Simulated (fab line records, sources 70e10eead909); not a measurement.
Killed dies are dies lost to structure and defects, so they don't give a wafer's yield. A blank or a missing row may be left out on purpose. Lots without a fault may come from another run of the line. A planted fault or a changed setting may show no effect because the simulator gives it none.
Which tool did it? | flow nand_harc | 13 lots, 39 wafers sampled, at 6 steps of a route of 1159

WHAT THE GAUGES READ, wafer by wafer
NHARC_P_ZERO_WELL_CD_MEAS_11: target cd 500 nm.
lot  | measured    | on        | cd_nm (nm)
L374 | day 1 19:07 | cd_sem-02 | 500.7 498.5 501.1
L375 | day 2 01:15 | cd_sem-03 | 496.7 495.0 497.2
L376 | day 2 07:07 | cd_sem-01 | 504.4 498.4 502.5
L378 | day 2 19:07 | cd_sem-02 | 500.4 498.5 501.9
L380 | day 3 07:15 | cd_sem-01 | 507.8 505.2 506.7
L381 | day 3 13:14 | cd_sem-01 | 501.0 496.7 496.9
L382 | day 3 19:07 | cd_sem-01 | 500.5 498.3 497.0
L384 | day 4 07:15 | cd_sem-02 | 498.1 496.9 496.4
L392 | day 6 07:07 | cd_sem-03 | 499.7 498.1 496.5
L393 | day 6 13:14 | cd_sem-01 | 501.9 502.9 499.0
L394 | day 6 19:14 | cd_sem-01 | 499.9 495.3 496.2
L395 | day 7 01:15 | cd_sem-02 | 501.1 500.7 500.9
L396 | day 7 07:15 | cd_sem-03 | 500.9 501.5 499.9

NHARC_P_ZERO_WELL_CD_MEAS_24: target cd 720 nm.
lot  | measured    | on        | cd_nm (nm)
L374 | day 1 20:28 | cd_sem-01 | 719.7 718.9 717.2
L375 | day 2 02:35 | cd_sem-03 | 721.9 718.9 719.6
L376 | day 2 08:29 | cd_sem-02 | 720.7 721.0 719.6
L378 | day 2 20:33 | cd_sem-01 | 719.1 718.4 717.9
L380 | day 3 08:37 | cd_sem-01 | 717.6 716.8 719.8
L381 | day 3 14:29 | cd_sem-01 | 715.5 718.2 717.4
L382 | day 3 20:22 | cd_sem-02 | - - -
L384 | day 4 08:31 | cd_sem-03 | 719.5 718.0 719.9
L392 | day 6 08:27 | cd_sem-01 | 716.7 717.7 721.2
L393 | day 6 14:28 | cd_sem-02 | 719.9 719.0 718.3
L394 | day 6 20:35 | cd_sem-01 | 719.0 720.7 719.4
L395 | day 7 02:35 | cd_sem-03 | 717.4 719.5 721.9
L396 | day 7 08:29 | cd_sem-01 | 719.5 719.7 720.9

NHARC_P_STI_CD_MEAS_16.
lot  | measured    | on        | cd_nm (nm)
L374 | day 2 17:28 | cd_sem-01 | 197.2 194.7 200.4
L375 | day 3 02:53 | cd_sem-03 | 197.1 200.5 199.4
L376 | day 3 02:44 | cd_sem-03 | 200.0 198.3 199.0
L378 | day 3 17:35 | cd_sem-02 | 202.7 198.2 197.3
L380 | day 4 05:38 | cd_sem-02 | 197.0 198.7 201.9
L381 | day 4 13:16 | cd_sem-01 | 198.2 200.9 195.3
L384 | day 5 06:08 | cd_sem-01 | 200.6 197.6 199.3
L392 | day 7 06:26 | cd_sem-01 | 198.0 199.4 199.2
L393 | day 7 11:58 | cd_sem-02 | 199.8 200.1 200.1
L394 | day 7 20:23 | cd_sem-01 | 198.3 198.1 195.2
L395 | day 7 20:12 | cd_sem-02 | 199.5 198.5 198.8
L396 | day 8 08:27 | cd_sem-02 | 199.2 200.6 195.0

NHARC_END_SORT_01.
lot  | measured     | on        | killed_at_array | killed_at_other | killed_at_periphery | killed_dies | killed_open | killed_short
L382 | day 22 01:38 | prober-02 | 47 45 41        | 0 0 0           | 630 632 636         | 677 677 677 | 3 5 5       | 0 2 2

WHICH TOOL RAN EACH LOT (tool, then ch and the chambers of the sampled wafers, then the start)
lot  | NHARC_P_ZERO_WELL_EXPOSE_21      | NHARC_P_STI_CMP_21
L374 | krf_scanner-01 ch 0, day 1 20:18 | cmp-04 ch 2,3, day 3 08:19
L375 | krf_scanner-02 ch 0, day 2 02:26 | cmp-01 ch 0,1,3, day 3 21:47
L376 | krf_scanner-01 ch 0, day 2 08:20 | cmp-04 ch 0,1,2, day 3 21:43
L378 | krf_scanner-01 ch 0, day 2 20:23 | cmp-02 ch 0,1, day 4 09:39
L380 | krf_scanner-01 ch 0, day 3 08:27 | cmp-04 ch 2,3, day 5 02:32
L381 | krf_scanner-01 ch 0, day 3 14:20 | cmp-02 ch 0,1,3, day 5 07:40
L382 | krf_scanner-01 ch 0, day 3 20:12 | -
L384 | krf_scanner-02 ch 0, day 4 08:22 | cmp-04 ch 0,1,2, day 6 13:07
L392 | krf_scanner-01 ch 0, day 6 08:17 | cmp-04 ch 0,2,3, day 7 20:52
L393 | krf_scanner-01 ch 0, day 6 14:18 | cmp-04 ch 0,3, day 8 09:52
L394 | krf_scanner-02 ch 0, day 6 20:26 | cmp-02 ch 0,1, day 8 14:10
L395 | krf_scanner-04 ch 0, day 7 02:26 | cmp-04 ch 0,1, day 8 14:08
L396 | krf_scanner-04 ch 0, day 7 08:19 | cmp-01 ch 0,2, day 9 02:29
- NHARC_P_ZERO_WELL_EXPOSE_21: exposes mask P NWELL, target cd 720 nm.
- NHARC_P_STI_CMP_21: polishes, t overpolish 20 s, target thk 380.67 nm.

WHAT THE TOOLS THEMSELVES READ (means of the sampled wafers that have a number; where no wafer has one, the mark that the record gives instead)
NHARC_P_STI_CMP_21.
lot  | tool   | motor_current_A (A) | overpolish_run_s (s) | slurry_filter_dp_kPa (kPa)
L374 | cmp-04 | 11.9                | 19.995               | 13.34
L375 | cmp-01 | 12.6                | 19.998               | 13.53
L376 | cmp-04 | 11.3                | 20.004               | 13.56
L378 | cmp-02 | 10.4                | 19.998               | 13.54
L380 | cmp-04 | 11.8                | 20.001               | 13.47
L381 | cmp-02 | 11.1                | 20.003               | 13.34
L384 | cmp-04 | 11.3                | 20.008               | 13.58
L392 | cmp-04 | 12.0                | 20.000               | 13.54
L393 | cmp-04 | 11.8                | 19.998               | 13.58
L394 | cmp-02 | 10.9                | 19.991               | 13.58
L395 | cmp-04 | 11.1                | 19.997               | 13.41
L396 | cmp-01 | 11.2                | 20.004               | 13.41

THE ANSWER, worked out from the rows above alone
Rule: what is usual is taken from the lots themselves. Put in order of their means at a reading, lots are off if they are a third of the lots or fewer, leave a main group of 4 or more, and stand apart from it by a gap of 3 or more times the standard deviation of the main group's means; of several such gaps the widest counts. A main group whose means are all the same, to the digits that the tables above print for the reading, isn't used. A lot without any number at a reading at which 4 lots or more have one is off too. The other lots that the step has rows for count as sound. The gauges are gone through in route order, then the tools' own readings, and for those a lot's mean is taken as printed above. The first step at which some lot is off is used, and at that step the reading that is off furthest; a lot without a number counts as furthest.
Off: L382, at NHARC_P_ZERO_WELL_CD_MEAS_24 (cd_nm). Without a number there: L382. The main group: mean 719.1 nm, standard deviation 0.94.
A tool fits if, at a process step before that reading, it ran every lot that is off, and no sound lot after the first of them. The gauges at NHARC_P_ZERO_WELL_CD_MEAS_24 are tried like those tools. None of those tried fits.

WHAT THE SIMULATOR HAD PUT IN
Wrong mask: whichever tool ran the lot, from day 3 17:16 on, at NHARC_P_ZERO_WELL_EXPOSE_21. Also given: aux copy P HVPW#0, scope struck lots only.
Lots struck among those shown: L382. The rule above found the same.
